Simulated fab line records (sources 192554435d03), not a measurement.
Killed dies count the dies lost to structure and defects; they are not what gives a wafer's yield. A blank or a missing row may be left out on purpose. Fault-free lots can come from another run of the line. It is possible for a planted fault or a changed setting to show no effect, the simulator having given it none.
fab line records | flow n5_finfet | part 2 of 2: steps 19 to 28 of 28
record lots=5 | wafers=15 | last_day=17
route steps=1938 shown BEOL_M2@851
lots untouched by any fault: they come from a run of this same line in which no faults occurred
start_h: hours from the record's first day to the start of the lot's first wafer shown | wait_h: how many hours have passed since the lot's step before this one | " repeats the value in the row above | L1.1+2: a row that stands for several wafers | - no value, or no start was given | * or withheld: withheld | < > ~ a bound
route shown NAME@n: NAME is a module with steps in the file, n the number in the route of the first one | usual: mean/standard deviation taken from wafers without a fault | same: alike in all rows | chamber/n: place in a boat | sites: each site's reading | _std_site: how widely they spread, as a standard deviation | _edge_site: outer sites' mean less inner sites' | radius_mm: for every site, how far away it sits from the centre of the wafer | mask NAME#n: copy n | behind: the tool/chamber that last shaped the wafer | hold: what put the lot on hold/how long, in hours/how the hold closed | device: the transistor (n, p or np) that didn't switch | end of line: the tests these same wafers got at the end of their route | for a step that has no rows: nothing shown but its recipe | killed: the dies lost at the first sort to structure and to defects; this is not the yield of the wafer | map: dies across one wafer; x = killed, . = not, _ = none there
set.NAME: setting as actually run; set.NAME@STEP: the setting as run at that earlier step | model.NAME: the simulator's own value behind a step, which no gauge read
certain route steps with their lots: each step a table, each wafer a row
services: the hour from which a tool's chamber was out of use, counted from the record's first day as start_h (under 0 if before that day), plus the number of hours and why
## steps
# step N5_BEOL_M2_COAT_76
# recipe resist=underlayer | temp_c=205 | time_s=60 | spin_rpm=1500 | resist_thk_nm=5
# usual resist_line_temp_C=23.02/0.11
lot.wafer | tool           | chamber | start_h | wait_h | resist_line_temp_C
L079.2    | litho_track-01 | 0       | -       | -      | 22.84
L079.4    | "              | 0       | "       | "      | 23.09
L079.6    | "              | 0       | "       | "      | 22.97
L080.2    | litho_track-04 | 0       | -       | -      | 23.20
L080.3    | "              | 0       | "       | "      | 23.14
L080.6    | "              | 0       | "       | "      | 23.13
L082.2    | litho_track-05 | 0       | -       | -      | 22.75
L082.3    | "              | 0       | "       | "      | 22.89
L082.6    | "              | 0       | "       | "      | 22.74
L083.1    | litho_track-01 | 0       | -       | -      | 23.04
L083.2    | "              | 0       | "       | "      | 22.89
L083.4    | "              | 0       | "       | "      | 23.08
L091.2    | litho_track-04 | 0       | -       | -      | 23.05
L091.3    | "              | 0       | "       | "      | 22.97
L091.6    | "              | 0       | "       | "      | 23.25
# step N5_BEOL_M2_COAT_22
# recipe resist=CAR-EUV | spin_rpm=1500 | resist_thk_nm=30
# usual resist_line_temp_C=22.99/0.1
lot.wafer | tool           | chamber | start_h | wait_h | resist_line_temp_C
L079.2    | litho_track-01 | 0       | -       | -      | 23.07
L079.4    | "              | 0       | "       | "      | 23.03
L079.6    | "              | 0       | "       | "      | 23.03
L080.2    | litho_track-04 | 0       | -       | -      | 23.02
L080.3    | "              | 0       | "       | "      | 23.04
L080.6    | "              | 0       | "       | "      | 22.98
L082.2    | litho_track-05 | 0       | -       | -      | 22.86
L082.3    | "              | 0       | "       | "      | 22.92
L082.6    | "              | 0       | "       | "      | 22.94
L083.1    | litho_track-01 | 0       | -       | -      | 22.94
L083.2    | "              | 0       | "       | "      | 23.00
L083.4    | "              | 0       | "       | "      | 23.03
L091.2    | litho_track-04 | 0       | -       | -      | 23.15
L091.3    | "              | 0       | "       | "      | 23.30
L091.6    | "              | 0       | "       | "      | 23.11
# step N5_BEOL_M2_EBR_24
# recipe solvent=PGMEA | ebr_width_mm=1.5
# usual resist_line_temp_C=22.99/0.095
lot.wafer | tool           | chamber | start_h | wait_h | resist_line_temp_C
L079.2    | litho_track-01 | 0       | -       | -      | 22.98
L079.4    | "              | 0       | "       | "      | 22.94
L079.6    | "              | 0       | "       | "      | 22.96
L080.2    | litho_track-04 | 0       | -       | -      | 23.25
L080.3    | "              | 0       | "       | "      | 23.07
L080.6    | "              | 0       | "       | "      | 22.93
L082.2    | litho_track-05 | 0       | -       | -      | 23.06
L082.3    | "              | 0       | "       | "      | 23.05
L082.6    | "              | 0       | "       | "      | 23.12
L083.1    | litho_track-01 | 0       | -       | -      | 23.00
L083.2    | "              | 0       | "       | "      | 23.07
L083.4    | "              | 0       | "       | "      | 23.10
L091.2    | litho_track-04 | 0       | -       | -      | 22.83
L091.3    | "              | 0       | "       | "      | 22.97
L091.6    | "              | 0       | "       | "      | 22.84
# step N5_BEOL_M2_SOFTBAKE_23
# recipe temp_c=110 | time_s=60 | resist=CAR-EUV
# usual resist_line_temp_C=22.98/0.11
lot.wafer | tool           | chamber | start_h | wait_h | resist_line_temp_C
L079.2    | litho_track-01 | 0       | -       | -      | 23.01
L079.4    | "              | 0       | "       | "      | 22.93
L079.6    | "              | 0       | "       | "      | 23.08
L080.2    | litho_track-04 | 0       | -       | -      | 23.10
L080.3    | "              | 0       | "       | "      | 23.03
L080.6    | "              | 0       | "       | "      | 23.15
L082.2    | litho_track-05 | 0       | -       | -      | 22.98
L082.3    | "              | 0       | "       | "      | 22.78
L082.6    | "              | 0       | "       | "      | 22.92
L083.1    | litho_track-01 | 0       | -       | -      | 22.88
L083.2    | "              | 0       | "       | "      | 22.98
L083.4    | "              | 0       | "       | "      | 22.99
L091.2    | litho_track-04 | 0       | -       | -      | 22.95
L091.3    | "              | 0       | "       | "      | 22.85
L091.6    | "              | 0       | "       | "      | 22.89
# step N5_BEOL_M2_EXPOSE_25
# recipe mask_id=V1 | na=0.33 | source_shape=quasar | sigma_inner=0.2 | sigma_outer=0.8 | polarization=unpolarized | defocus_nm=5 | dose_mj=63
# same na=0.33 | sigma_inner=0.2
lot.wafer  | tool           | chamber | start_h | wait_h | mask
L079.2+4+6 | euv_scanner-01 | 0       | 174.43  | -      | V1#0
L080.2+3+6 | euv_scanner-01 | 0       | 177.60  | -      | V1#0
L082.2+3+6 | euv_scanner-01 | 0       | 181.77  | -      | V1#0
L083.1+2+4 | euv_scanner-01 | 0       | 193.69  | -      | V1#0
L091.2+3+6 | euv_scanner-02 | 0       | 245.01  | -      | V1#0
# step N5_BEOL_M2_PEB_26
# recipe peb_temp_c=100 | peb_time_s=60 | resist=CAR-EUV
# usual resist_line_temp_C=22.97/0.1
lot.wafer | tool           | chamber | start_h | wait_h | resist_line_temp_C
L079.2    | litho_track-04 | 0       | 174.51  | 0.1    | 22.96
L079.4    | "              | 0       | "       | "      | 22.88
L079.6    | "              | 0       | "       | "      | 23.13
L080.2    | litho_track-01 | 0       | 177.67  | 0.1    | 23.09
L080.3    | "              | 0       | "       | "      | 23.07
L080.6    | "              | 0       | "       | "      | 22.89
L082.2    | litho_track-05 | 0       | 181.84  | 0.1    | 22.98
L082.3    | "              | 0       | "       | "      | 22.95
L082.6    | "              | 0       | "       | "      | 23.04
L083.1    | litho_track-01 | 0       | 193.77  | 0.1    | 22.88
L083.2    | "              | 0       | "       | "      | 22.96
L083.4    | "              | 0       | "       | "      | 22.92
L091.2    | litho_track-04 | 0       | 245.08  | 0.1    | 22.96
L091.3    | "              | 0       | "       | "      | 23.11
L091.6    | "              | 0       | "       | "      | 22.99
# step N5_BEOL_M2_DEVELOP_27
# recipe develop_time_s=30 | developer=TMAH | resist=CAR-EUV | rinse_liquid=surfactant_rinse | dry=air_spin | dev_temp_c=23
# usual resist_line_temp_C=23.01/0.11
# same develop_time_s=30
lot.wafer | tool           | chamber | start_h | wait_h | resist_line_temp_C
L079.2    | litho_track-04 | 0       | -       | -      | 23.11
L079.4    | "              | 0       | "       | "      | 23.18
L079.6    | "              | 0       | "       | "      | 23.00
L080.2    | litho_track-01 | 0       | -       | -      | 23.09
L080.3    | "              | 0       | "       | "      | 23.21
L080.6    | "              | 0       | "       | "      | 23.07
L082.2    | litho_track-05 | 0       | -       | -      | 23.11
L082.3    | "              | 0       | "       | "      | 23.14
L082.6    | "              | 0       | "       | "      | 22.97
L083.1    | litho_track-01 | 0       | -       | -      | 22.98
L083.2    | "              | 0       | "       | "      | 22.86
L083.4    | "              | 0       | "       | "      | 22.84
L091.2    | litho_track-04 | 0       | -       | -      | 23.29
L091.3    | "              | 0       | "       | "      | 23.31
L091.6    | "              | 0       | "       | "      | 23.03
# step N5_BEOL_M2_CD_MEAS_28
# recipe target_cd_nm=26.2 | landing_energy_ev=500 | detector=se_inlens | target_cd_y_nm=24.1 | polarity=opening
# usual cd_nm=26.22/0.22
lot.wafer | tool      | chamber | start_h | wait_h | cd_nm
L079.2    | cd_sem-03 | 0       | 174.57  | -      | 26.28
L079.4    | "         | 0       | "       | "      | 26.09
L079.6    | "         | 0       | "       | "      | 25.82
L080.2    | cd_sem-01 | 0       | 177.74  | -      | 26.43
L080.3    | "         | 0       | "       | "      | 25.78
L080.6    | "         | 0       | "       | "      | 26.27
L082.2    | cd_sem-02 | 0       | 181.91  | -      | 26.08
L082.3    | "         | 0       | "       | "      | 26.28
L082.6    | "         | 0       | "       | "      | 25.93
L083.1    | cd_sem-02 | 0       | 193.84  | -      | 26.42
L083.2    | "         | 0       | "       | "      | 25.95
L083.4    | "         | 0       | "       | "      | 26.46
L091.2    | cd_sem-03 | 0       | 245.15  | -      | 26.49
L091.3    | "         | 0       | "       | "      | 26.49
L091.6    | "         | 0       | "       | "      | 26.38
# step N5_BEOL_M2_OVL_MEAS_29
# recipe points_per_wafer=522
# usual V1_OVL=0.5/0.49
lot.wafer | tool       | chamber | start_h | wait_h | V1_OVL[nm]
L079.2    | overlay-02 | 0       | 174.61  | 0.0    | 1.5
L079.4    | "          | 0       | "       | "      | 0.5
L079.6    | "          | 0       | "       | "      | 0.5
L080.2    | overlay-01 | 0       | 177.77  | 0.0    | -0.1
L080.3    | "          | 0       | "       | "      | 0.4
L080.6    | "          | 0       | "       | "      | 0.4
L082.2    | overlay-01 | 0       | 181.95  | 0.0    | 0.4
L082.3    | "          | 0       | "       | "      | -0.2
L082.6    | "          | 0       | "       | "      | 0.0
L083.1    | overlay-02 | 0       | 193.87  | 0.0    | 1.1
L083.2    | "          | 0       | "       | "      | 1.0
L083.4    | "          | 0       | "       | "      | 1.3
L091.2    | overlay-01 | 0       | 245.18  | 0.0    | 0.6
L091.3    | "          | 0       | "       | "      | 0.4
L091.6    | "          | 0       | "       | "      | 0.9
# step N5_BEOL_M2_INSPECT_30
# recipe mode=adi | inspect_instrument=brightfield
# usual raw_defect_count=435/120
lot.wafer | tool              | chamber | start_h | wait_h | raw_defect_count
L079.2    | defect_inspect-01 | -       | 174.66  | 0.0    | 559
L079.4    | "                 | -       | "       | "      | 450
L079.6    | "                 | -       | "       | "      | 524
L080.2    | defect_inspect-02 | -       | 177.82  | 0.0    | 653
L080.3    | "                 | -       | "       | "      | 612
L080.6    | "                 | -       | "       | "      | 494
L082.2    | defect_inspect-02 | -       | 182.00  | 0.0    | 415
L082.3    | "                 | -       | "       | "      | 367
L082.6    | "                 | -       | "       | "      | 499
L083.1    | defect_inspect-02 | -       | 193.93  | 0.1    | 476
L083.2    | "                 | -       | "       | "      | 494
L083.4    | "                 | -       | "       | "      | 398
L091.2    | defect_inspect-01 | -       | 245.23  | 0.0    | 244
L091.3    | "                 | -       | "       | "      | 299
L091.6    | "                 | -       | "       | "      | 252
## services
tool           | chamber | start_h | hours | kind
rie_diel-06    | 1       | 153.08  | 4.2   | repair
rie_diel-03    | 2       | 157.10  | -     | clean
rie_diel-03    | 2       | 157.10  | -     | consumable_replace:esc
rie_diel-03    | 2       | 157.10  | -     | consumable_replace:focus_ring
rie_diel-03    | 2       | 157.10  | -     | consumable_replace:showerhead
rie_diel-03    | 2       | 157.10  | 28.5  | scheduled_down
rie_diel-03    | 2       | 157.10  | 28.5  | vent_cycle
rie_diel-01    | 1       | 162.13  | -     | clean
rie_diel-01    | 1       | 162.13  | -     | consumable_replace:focus_ring
rie_diel-01    | 1       | 162.13  | 17.2  | scheduled_down
rie_diel-01    | 1       | 162.13  | 17.2  | vent_cycle
euv_scanner-02 | -       | 179.27  | 1.0   | pm
euv_scanner-01 | -       | 190.64  | 1.0   | pm
rie_diel-03    | 2       | 201.74  | 28.7  | repair
rie_diel-06    | 1       | 214.36  | 13.2  | repair
rie_diel-03    | -       | 219.88  | 28.1  | pm
euv_scanner-02 | -       | 235.42  | 1.0   | pm
rie_metal-02   | -       | 235.86  | 2.8   | pm
rie_diel-01    | 0       | 238.87  | -     | clean
rie_diel-01    | 0       | 238.87  | -     | consumable_replace:focus_ring
rie_diel-01    | 0       | 238.87  | 17.9  | scheduled_down
rie_diel-01    | 0       | 238.87  | 17.9  | vent_cycle
litho_track-01 | -       | 241.91  | -     | consumable_replace:filter
rie_metal-01   | -       | 242.61  | 0.2   | repair
